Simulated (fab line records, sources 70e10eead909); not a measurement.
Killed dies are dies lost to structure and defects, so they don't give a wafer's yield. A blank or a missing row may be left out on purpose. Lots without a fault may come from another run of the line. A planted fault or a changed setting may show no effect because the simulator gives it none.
fab line records | flow nand_harc | part 1 of 2: steps 1 to 28 of 42
record lots=5 wafers=15 last_day=32
route steps=1302 shown P_STI@84 P_GATE@110
lots that met no fault: from a run of the same line without faults
start_h: hours from the record's first day to the start of the lot's first wafer shown | wait_h: hours since the lot's step before | " the same as in the row above | L1.1+2: a row that stands for several wafers | - no value, or no start given | * or withheld: withheld | < > ~ a bound
route shown NAME@n: a module of which the file shows steps, and the number in the route of the first | usual: mean/standard deviation of fault-free wafers | same: alike in all rows | chamber/n: place in a boat | sites: the reading at each site | _std_site: their standard deviation | _edge_site: outer sites' mean less inner sites' | radius_mm: how far each site lies from the wafer's centre | mask NAME#n: copy n | behind: the tool/chamber that last shaped the wafer | hold: why the lot was held/for how many hours/how that ended | device: the transistor (n, p or np) that didn't switch | end of line: the same wafers' tests at the end of the route | a step without rows: its recipe alone | killed: dies lost to structure and defects at the first sort, not the wafer's yield | map: a wafer's dies, x killed, . not, _ none there
set.NAME: the setting as run; set.NAME@STEP: as run at that earlier step | model.NAME: the simulator's own value behind a step, which no gauge read
lots at some steps of the route; a table a step, a row a wafer
services: from which hour (start_h, from the record's first day; less than 0 if before it) a tool's chamber was out of use, for how many hours, and why
## steps
# step NHARC_P_STI_OVL_MEAS_10
# usual overlay_x_nm=0/5.8 overlay_y_nm=2/6.4
# columns lot.wafer tool chamber start_h wait_h overlay_x_nm overlay_y_nm
L074.1 overlay-02 - 49.61 - -5 -7
L074.2 " - " " -5 -7
L074.5 " - " " -5 -7
L078.2 overlay-02 - 81.99 - -2 3
L078.5 " - " " -2 3
L078.6 " - " " -2 3
L088.3 overlay-02 - 183.44 - 10 3
L088.5 " - " " 10 3
L088.6 " - " " 10 2
L093.1 overlay-01 - 232.73 - 3 -2
L093.2 " - " " 3 -2
L093.3 " - " " 3 -1
L095.2 overlay-02 - 253.73 - 5 10
L095.3 " - " " 4 10
L095.5 " - " " 5 10
# step NHARC_P_STI_INSPECT_11
# usual raw_defect_count=5.9/2.9
# columns lot.wafer tool chamber start_h wait_h raw_defect_count
L074.1 defect_inspect-01 - 49.65 0.0 5
L074.2 " - " " 4
L074.5 " - " " 4
L078.2 defect_inspect-02 - 82.03 0.0 5
L078.5 " - " " 14
L078.6 " - " " 7
L088.3 defect_inspect-02 - 183.48 0.0 9
L088.5 " - " " 10
L088.6 " - " " 9
L093.1 defect_inspect-02 - 232.76 0.0 9
L093.2 " - " " 11
L093.3 " - " " 8
L095.2 defect_inspect-02 - 253.77 0.0 6
L095.3 " - " " 5
L095.5 " - " " 4
# step NHARC_P_STI_HARDBAKE_13
# recipe temp_c=118 time_s=65
# same time_s=65
# columns lot.wafer tool chamber start_h wait_h
L074.1+2+5 litho_track-05 0 49.71 0.1
L078.2+5+6 litho_track-02 0 82.09 0.1
L088.3+5+6 litho_track-07 0 183.54 0.1
L093.1+2+3 litho_track-05 0 232.82 0.1
L095.2+3+5 litho_track-05 0 253.83 0.1
# step NHARC_P_STI_DESCUM_14
# recipe time_s=3 o2_flow_sccm=200 ar_flow_sccm=0 bias_power_w=0 chemistry=O2
# usual drypump_motor_current_A=5.7/0.45 oes_product_au=1.000/0.01 rf_vpp_V=57.8/0.93 showerhead_plenum_p_Torr=1.91/0.095 throttle_valve_pct=11.311/0.0089
# same time_s=3
# columns lot.wafer tool chamber start_h wait_h drypump_motor_current_A oes_product_au rf_hours_counter_h rf_vpp_V showerhead_plenum_p_Torr throttle_valve_pct
L074.2 rie_diel-12 1 49.80 - 5.5 0.994 10 57.8 1.89 11.318
L074.1 " 2 " " 4.8 0.998 9 58.1 1.96 11.317
L074.5 " 0 " " 5.8 0.987 - 57.9 2.01 11.305
L078.2 rie_diel-02 1 82.16 - 5.9 0.988 2 58.3 1.88 11.306
L078.5 " 1 " " 5.9 0.983 - 58.9 1.88 11.316
L078.6 " 2 " " 6.0 1.003 - 57.7 1.84 11.319
L088.3 rie_diel-12 1 183.63 - 5.5 1.015 4 56.8 1.88 11.319
L088.5 " 2 " " 4.8 1.005 - 57.4 1.96 11.318
L088.6 " 3 " " 5.3 0.998 - 56.6 1.79 11.319
L093.3 rie_diel-12 0 232.91 - 5.8 0.997 9 57.6 2.01 11.317
L093.1 " 1 " " 5.5 1.010 7 57.0 1.88 11.309
L093.2 " 2 " " 4.8 1.006 8 57.5 1.96 11.335
L095.2 rie_diel-02 1 253.92 - 5.8 1.007 1 59.0 1.88 11.326
L095.3 " 2 " " 6.0 1.009 1 57.4 1.83 11.306
L095.5 " 3 " " 6.4 1.013 - 57.4 2.04 11.317
# step NHARC_P_STI_ETCH_42
# recipe target_depth_a=800 overetch_a=240 time_s=61 ion_energy_ev=200 n2_flow_sccm=150 h2_flow_sccm=150 ar_flow_sccm=0 rf_w=400 bias_w=150 chemistry=N2/H2
# usual drypump_motor_current_A=5.7/0.44 h2_flow_sccm=150.1/0.48 n2_flow_sccm=150.0/0.43 oes_product_au=1.003/0.01 rf_vpp_V=430/3.1 showerhead_plenum_p_Torr=2.03/0.11 throttle_valve_pct=14.172/0.0082
# same time_s=61
# columns lot.wafer tool chamber start_h wait_h drypump_motor_current_A h2_flow_sccm n2_flow_sccm oes_product_au rf_hours_counter_h rf_vpp_V showerhead_plenum_p_Torr throttle_valve_pct
L074.1 rie_diel-12 1 49.87 0.1 5.5 149.4 150.3 0.995 10 428 2.01 14.175
L074.2 " 2 " " 4.8 150.2 149.8 1.005 9 432 2.09 14.182
L074.5 " 2 " " 4.8 151.0 149.6 0.997 - 432 2.09 14.164
L078.2 rie_diel-02 0 82.25 0.1 6.2 150.5 149.8 0.989 2 430 2.10 14.157
L078.6 " 0 " " 6.2 151.2 149.0 0.978 - 433 2.10 14.174
L078.5 " 1 " " 5.9 150.7 150.8 0.996 - 430 2.01 14.153
L088.3 rie_diel-12 3 183.71 0.1 5.3 150.3 150.1 1.000 6 428 1.90 14.164
L088.5 " 0 " " 5.8 150.5 150.5 1.005 - 433 2.14 14.172
L088.6 " 1 " " 5.5 149.6 149.1 1.022 - 429 2.01 14.175
L093.3 rie_diel-12 2 232.99 0.1 4.9 150.1 150.1 0.998 8 431 2.09 14.174
L093.1 " 3 " " 5.3 149.2 149.8 1.002 9 426 1.90 14.169
L093.2 " 0 " " 5.8 150.4 150.1 1.003 9 435 2.14 14.167
L095.3 rie_diel-02 0 253.99 0.1 6.2 149.7 149.0 0.990 1 431 2.10 14.175
L095.2 " 1 " " 5.9 149.8 149.6 1.011 1 431 2.01 14.176
L095.5 " 0 " " 6.1 149.9 149.2 0.999 - 432 2.10 14.173
# step NHARC_P_STI_ETCH_31
# recipe target_depth_a=1089 time_s=54.5 cf4_flow_sccm=100 chf3_flow_sccm=30 ar_flow_sccm=0 rf_w=500 bias_w=200 chemistry=CF4/CHF3
# usual drypump_motor_current_A=5.7/0.46 oes_product_au=0.961/0.02 rf_vpp_V=370.2/2.6 showerhead_plenum_p_Torr=1.57/0.075 throttle_valve_pct=16.802/0.0083
# same time_s=54.5
# columns lot.wafer tool chamber start_h wait_h drypump_motor_current_A oes_product_au rf_hours_counter_h rf_vpp_V showerhead_plenum_p_Torr throttle_valve_pct
L074.2 rie_diel-12 2 - - 4.8 0.951 9 372.4 1.61 16.804
L074.1 " 3 " " 5.3 0.934 8 367.5 1.48 16.812
L074.5 " 1 " " 5.5 0.930 - 369.8 1.55 16.802
L078.2 rie_diel-02 1 - - 5.8 0.944 2 371.0 1.55 16.799
L078.6 " 3 " " 6.4 0.973 - 375.1 1.68 16.818
L078.5 " 0 " " 6.1 0.938 - 372.2 1.62 16.822
L088.3 rie_diel-12 2 - - 4.8 0.962 4 370.6 1.61 16.803
L088.6 " 1 " " 5.5 0.985 - 369.3 1.55 16.792
L088.5 " 2 " " 4.8 0.965 - 373.4 1.61 16.802
L093.1 rie_diel-12 3 - - 5.2 0.964 9 366.3 1.47 16.805
L093.2 " 1 " " 5.5 0.985 7 370.0 1.55 16.794
L093.3 " 2 " " 4.8 0.976 8 370.7 1.61 16.802
L095.3 rie_diel-02 3 - - 6.3 0.961 1 373.1 1.67 16.810
L095.2 " 0 " " 6.1 0.948 1 371.4 1.61 16.809
L095.5 " 0 " " 6.1 0.941 - 372.1 1.61 16.799
# step NHARC_P_STI_ETCH_15
# recipe target_depth_a=3000 taper_deg=4 time_s=100.1 hbr_flow_sccm=150 cl2_flow_sccm=50 rf_w=400 icp_w=400 bias_w=100 chemistry=HBr/Cl2
# usual drypump_motor_current_A=5.7/0.34 oes_product_au=1.000/0.01 throttle_valve_pct=26.405/0.0088
# same time_s=100.1
# columns lot.wafer tool chamber start_h wait_h drypump_motor_current_A oes_product_au rf_hours_counter_h throttle_valve_pct
L074.1 rie_si-06 0 50.06 - 6.0 1.000 0.9 26.417
L074.2 " 3 " " 5.8 1.009 0.8 26.404
L074.5 " 1 " " 5.9 0.999 - 26.402
L078.2 rie_si-03 2 82.48 - 5.2 0.998 0.3 26.407
L078.5 " 3 " " 5.5 1.010 - 26.417
L078.6 " 0 " " 5.4 0.995 - 26.404
L088.3 rie_si-06 3 183.90 - 5.8 1.005 0.6 26.409
L088.5 " 2 " " 6.3 1.018 - 26.390
L088.6 " 3 " " 5.7 0.999 - 26.411
L093.2 rie_si-03 2 233.17 - 5.1 1.000 0.0 26.410
L093.3 " 0 " " 5.3 0.996 0.0 26.412
L093.1 " 1 " " 5.1 0.993 0.0 26.410
L095.2 rie_si-03 3 254.20 - 5.5 1.015 0.2 26.403
L095.3 " 0 " " 5.3 0.996 0.2 26.403
L095.5 " 2 " " 5.1 0.989 - 26.420
# step NHARC_P_STI_CD_MEAS_16
# usual cd_nm=199.1/2.8
# columns lot.wafer tool chamber start_h wait_h cd_nm
L074.1 cd_sem-02 - 50.22 - 203.4
L074.2 " - " " 201.5
L074.5 " - " " 197.9
L078.2 cd_sem-03 - 82.60 - 198.4
L078.5 " - " " 198.7
L078.6 " - " " 200.1
L088.3 cd_sem-01 - 184.05 - 195.5
L088.5 " - " " 203.0
L088.6 " - " " 196.1
L093.1 cd_sem-01 - 233.33 - 199.7
L093.2 " - " " 200.0
L093.3 " - " " 196.8
L095.2 cd_sem-03 - 254.35 - 196.7
L095.3 " - " " 196.4
L095.5 " - " " 195.1
# step NHARC_P_STI_OCD_MEAS_17
# usual trench_depth_nm=300/4.2 trench_foot_cd_nm=157.5/2.7
# columns lot.wafer tool chamber start_h wait_h trench_depth_nm trench_foot_cd_nm
L074.1 ocd-02 - 50.31 0.1 299 161.6
L074.2 " - " " 304 160.2
L074.5 " - " " 301 158.8
L078.2 ocd-02 - 82.69 0.1 301 157.4
L078.5 " - " " 302 158.1
L078.6 " - " " 300 159.4
L088.3 ocd-01 - 184.14 0.1 302 153.3
L088.5 " - " " 308 159.5
L088.6 " - " " 301 152.7
L093.1 ocd-02 - 233.42 0.1 296 157.0
L093.2 " - " " 298 157.7
L093.3 " - " " 297 155.9
L095.2 ocd-02 - 254.43 0.1 307 154.0
L095.3 " - " " 299 155.4
L095.5 " - " " 296 155.3
# step NHARC_P_STI_STRIP_19
# recipe time_s=900 temp_c=130 chemistry=SPM
# usual temp_c=130.00/0.13
# same time_s=900
# columns lot.wafer tool chamber start_h wait_h temp_c
L074.2 wet_bench-03 2 50.36 0.1 129.97
L074.5 " 4 " " 130.03
L074.1 " 5 " " 129.93
L078.6 wet_bench-03 4 82.76 0.1 129.96
L078.5 " 5 " " 129.98
L078.2 " 7 " " 129.87
L088.5 wet_bench-05 3 184.19 0.1 129.88
L088.3 " 4 " " 130.14
L088.6 " 5 " " 129.94
L093.2 wet_bench-06 4 233.51 0.1 130.17
L093.1 " 5 " " 130.16
L093.3 " 6 " " 129.88
L095.2 wet_bench-06 1 254.49 0.1 130.03
L095.5 " 3 " " 130.03
L095.3 " 4 " " 130.00
# step NHARC_P_STI_PRECLEAN_32
# recipe time_s=* temp_c=50 bath_age_min=0 chemistry=SC1
# usual temp_c=50.00/0.12
# same time_s=*
# columns lot.wafer tool chamber start_h wait_h temp_c
L074.2 wet_bench-03 2 - - 50.13
L074.5 " 4 " " 50.05
L074.1 " 5 " " 49.96
L078.6 wet_bench-03 4 - - 49.88
L078.5 " 5 " " 50.03
L078.2 " 7 " " 49.94
L088.5 wet_bench-05 3 - - 49.99
L088.3 " 4 " " 49.82
L088.6 " 5 " " 49.82
L093.2 wet_bench-06 4 - - 49.99
L093.1 " 5 " " 50.21
L093.3 " 6 " " 49.92
L095.2 wet_bench-06 1 - - 50.05
L095.5 " 3 " " 50.13
L095.3 " 4 " " 50.05
# step NHARC_P_STI_SRD_23
# columns lot.wafer tool chamber start_h wait_h
L074.2+5+1 wet_bench-03 2,4,5 - -
L078.6+5+2 wet_bench-03 4,5,7 - -
L088.5+3+6 wet_bench-05 3,4,5 - -
L093.2+1+3 wet_bench-06 4,5,6 - -
L095.2+5+3 wet_bench-06 1,3,4 - -
# step NHARC_P_STI_OCD_MEAS_43
# usual trench_depth_nm=300/4.2 trench_foot_cd_nm=157.5/2.7
# columns lot.wafer tool chamber start_h wait_h trench_depth_nm trench_foot_cd_nm
L074.1 ocd-02 - 50.81 - 299 161.1
L074.2 " - " " 303 160.5
L074.5 " - " " 300 158.4
L078.2 ocd-01 - 83.20 - 300 157.4
L078.5 " - " " 302 158.2
L078.6 " - " " 301 159.5
L088.3 ocd-02 - 184.64 - 302 153.8
L088.5 " - " " 308 159.9
L088.6 " - " " 302 153.0
L093.1 ocd-01 - 233.94 - 296 157.3
L093.2 " - " " 298 157.9
L093.3 " - " " 297 155.6
L095.2 ocd-01 - 254.94 - 307 154.4
L095.3 " - " " 299 155.4
L095.5 " - " " 296 155.1
# step NHARC_P_STI_OXIDE_33
# recipe target_thk_a=100 temp_c=1000 ox_time_s=281 material=SiO2
# columns lot.wafer tool chamber start_h wait_h
L074.1+2+5 furnace-02 0 56.61 5.8
L078.2+5+6 furnace-04 0 86.19 3.0
L088.3+5+6 furnace-03 0 187.83 3.2
L093.1+2+3 furnace-02 0 238.24 4.3
L095.2+3+5 furnace-02 0 258.72 3.8
# step NHARC_P_STI_HDPCVD_20
# recipe target_thk_a=withheld sigma_open_frac=withheld material=SiO2
# columns lot.wafer tool chamber start_h wait_h
L074.2+1+5 hdpcvd-01 0,1,1 61.30 0.4
L078.2+5+6 hdpcvd-01 0,0,1 90.85 0.4
L088.3+6+5 hdpcvd-01 1,1,0 198.52 6.4
L093.1+2+3 hdpcvd-01 1,0,1 242.92 0.4
L095.2+3+5 hdpcvd-01 1,0,0 263.54 0.5
# step NHARC_P_STI_ANNEAL_34
# recipe temp_c=1000 time_s=1800
# same time_s=1800
# columns lot.wafer tool chamber start_h wait_h
L074.1+2+5 furnace-04 0 64.84 3.4
L078.2+5+6 furnace-02 0 95.64 4.7
L088.3+5+6 furnace-02 0 202.59 4.0
L093.1+2+3 furnace-03 0 249.57 6.6
L095.2+3+5 furnace-04 0 267.36 3.7
# step NHARC_P_STI_CMP_21
# recipe t_overpolish_s=20 target_thk_nm=380.67
# usual motor_current_A=12.5/1.4 overpolish_run_s=20.000/0.0094 retaining_ring_pressure_frac=1.000/0.0051
# columns lot.wafer tool chamber start_h wait_h motor_current_A overpolish_run_s retaining_ring_pressure_frac
L074.2 cmp-04 0 69.80 0.4 13.0 19.987 1.009
L074.1 " 1 " " 11.1 20.007 1.010
L074.5 " 3 " " 9.5 19.991 1.007
L078.2 cmp-03 3 100.55 0.4 13.2 20.002 0.997
L078.5 " 0 " " 13.7 20.006 1.006
L078.6 " 1 " " 11.5 20.017 1.001
L088.3 cmp-04 2 207.50 0.4 13.2 19.997 0.999
L088.5 " 3 " " 10.3 20.002 1.013
L088.6 " 0 " " 13.3 19.995 1.000
L093.2 cmp-03 0 256.59 2.5 13.8 20.003 1.001
L093.3 " 2 " " 12.5 19.999 1.005
L093.1 " 3 " " 12.3 19.999 1.008
L095.2 cmp-04 2 272.22 0.4 13.1 19.978 1.004
L095.3 " 3 " " 9.8 20.003 0.998
L095.5 " 2 " " 13.3 19.992 1.006
# step NHARC_P_STI_SRD_35
# columns lot.wafer tool chamber start_h wait_h
L074.5+2+1 wet_bench-03 4,6,7 70.06 0.0
L078.6+5+2 wet_bench-06 1,3,5 100.78 0.0
L088.5+6+3 wet_bench-03 0,1,3 207.73 0.0
L093.3+1+2 wet_bench-05 7,0,2 256.91 0.0
L095.5+2+3 wet_bench-03 7,1,2 272.53 0.0
# step NHARC_P_STI_ETCH_36
# recipe target_depth_a=388 chemistry=dHF material=SiO2
# columns lot.wafer tool chamber start_h wait_h
L074.5+2+1 wet_bench-03 4,6,7 70.08 0.0
L078.6+5+2 wet_bench-06 1,3,5 100.81 0.0
L088.5+6+3 wet_bench-03 0,1,3 207.78 0.0
L093.3+1+2 wet_bench-05 7,0,2 256.93 0.0
L095.5+2+3 wet_bench-03 7,1,2 272.55 0.0
# step NHARC_P_STI_STRIP_24
# recipe temp_c=160 chemistry=H3PO4 material=Si3N4
# usual temp_c=160.00/0.13
# columns lot.wafer tool chamber start_h wait_h temp_c
L074.5 wet_bench-03 4 70.10 0.0 159.93
L074.2 " 6 " " 159.90
L074.1 " 7 " " 160.04
L078.6 wet_bench-06 1 100.82 0.0 159.89
L078.5 " 3 " " 159.88
L078.2 " 5 " " 160.01
L088.5 wet_bench-03 0 207.80 0.0 160.20
L088.6 " 1 " " 159.95
L088.3 " 3 " " 160.15
L093.3 wet_bench-05 7 256.95 0.0 160.12
L093.1 " 0 " " 160.02
L093.2 " 2 " " 160.05
L095.5 wet_bench-03 7 272.57 0.0 159.98
L095.2 " 1 " " 160.22
L095.3 " 2 " " 159.93
# step NHARC_P_STI_ETCH_37
# recipe target_depth_a=110 chemistry=dHF material=SiO2
# columns lot.wafer tool chamber start_h wait_h
L074.5+2+1 wet_bench-03 4,6,7 - -
L078.6+5+2 wet_bench-06 1,3,5 - -
L088.5+6+3 wet_bench-03 0,1,3 - -
L093.3+1+2 wet_bench-05 7,0,2 - -
L095.5+2+3 wet_bench-03 7,1,2 - -
# step NHARC_P_STI_PRECLEAN_38
# recipe time_s=* temp_c=50 bath_age_min=0 chemistry=SC1
# usual temp_c=50.00/0.11
# same time_s=*
# columns lot.wafer tool chamber start_h wait_h temp_c
L074.5 wet_bench-03 4 - - 50.16
L074.2 " 6 " " 50.07
L074.1 " 7 " " 49.83
L078.6 wet_bench-06 1 - - 50.08
L078.5 " 3 " " 50.00
L078.2 " 5 " " 50.18
L088.5 wet_bench-03 0 - - 49.88
L088.6 " 1 " " 50.07
L088.3 " 3 " " 49.85
L093.3 wet_bench-05 7 - - 50.07
L093.1 " 0 " " 50.08
L093.2 " 2 " " 50.04
L095.5 wet_bench-03 7 - - 50.05
L095.2 " 1 " " 50.10
L095.3 " 2 " " 49.87
# step NHARC_P_STI_SRD_39
# columns lot.wafer tool chamber start_h wait_h
L074.5+2+1 wet_bench-03 4,6,7 - -
L078.6+5+2 wet_bench-06 1,3,5 - -
L088.5+6+3 wet_bench-03 0,1,3 - -
L093.3+1+2 wet_bench-05 7,0,2 - -
L095.5+2+3 wet_bench-03 7,1,2 - -
# step NHARC_P_STI_OXIDE_40
# recipe target_thk_a=100 temp_c=900 ox_time_s=1362 material=SiO2
# columns lot.wafer tool chamber start_h wait_h
L074.1+2+5 furnace-04 0 74.49 -
L078.2+5+6 furnace-03 0 104.41 -
L088.3+5+6 furnace-02 0 213.13 -
L093.1+2+3 furnace-04 0 260.69 -
L095.2+3+5 furnace-04 0 275.92 -
# step NHARC_P_STI_INSPECT_25
# usual raw_defect_count=214/65
# columns lot.wafer tool chamber start_h wait_h raw_defect_count
L074.1 defect_inspect-02 - 78.52 0.4 191
L074.2 " - " " 115
L074.5 " - " " 193
L078.2 defect_inspect-01 - 108.50 0.4 198
L078.5 " - " " 235
L078.6 " - " " 188
L088.3 defect_inspect-01 - 217.15 0.4 382
L088.5 " - " " 232
L088.6 " - " " 295
L093.1 defect_inspect-02 - 264.76 0.4 205
L093.2 " - " " 136
L093.3 " - " " 197
L095.2 defect_inspect-01 - 279.97 0.4 425
L095.3 " - " " 382
L095.5 " - " " 292
# step NHARC_P_GATE_ETCH_69
# recipe target_depth_a=140 chemistry=dHF material=SiO2
# columns lot.wafer tool chamber start_h wait_h
L074.1+5+2 wet_bench-02 7,1,2 78.60 0.1
L078.6+2+5 wet_bench-02 1,2,4 108.57 0.1
L088.5+3+6 wet_bench-02 7,1,2 217.23 0.1
L093.3+1+2 wet_bench-07 2,3,6 264.84 0.1
L095.5+3+2 wet_bench-07 2,3,5 280.06 0.1
# step NHARC_P_GATE_PRECLEAN_70
# recipe time_s=* temp_c=50 bath_age_min=0 chemistry=SC1
# usual temp_c=50.00/0.11
# same time_s=*
# columns lot.wafer tool chamber start_h wait_h temp_c
L074.1 wet_bench-02 7 78.67 0.1 49.94
L074.5 " 1 " " 50.16
L074.2 " 2 " " 50.04
L078.6 wet_bench-02 1 108.65 0.1 50.01
L078.2 " 2 " " 50.03
L078.5 " 4 " " 50.11
L088.5 wet_bench-02 7 217.30 0.1 49.97
L088.3 " 1 " " 50.11
L088.6 " 2 " " 50.17
L093.3 wet_bench-07 2 265.01 0.1 49.91
L093.1 " 3 " " 49.88
L093.2 " 6 " " 49.75
L095.5 wet_bench-07 2 280.13 0.1 49.85
L095.3 " 3 " " 50.04
L095.2 " 5 " " 50.11
# step NHARC_P_GATE_SRD_01
# columns lot.wafer tool chamber start_h wait_h
L074.1+5+2 wet_bench-02 7,1,2 - -
L078.6+2+5 wet_bench-02 1,2,4 - -
L088.5+3+6 wet_bench-02 7,1,2 - -
L093.3+1+2 wet_bench-07 2,3,6 - -
L095.5+3+2 wet_bench-07 2,3,5 - -
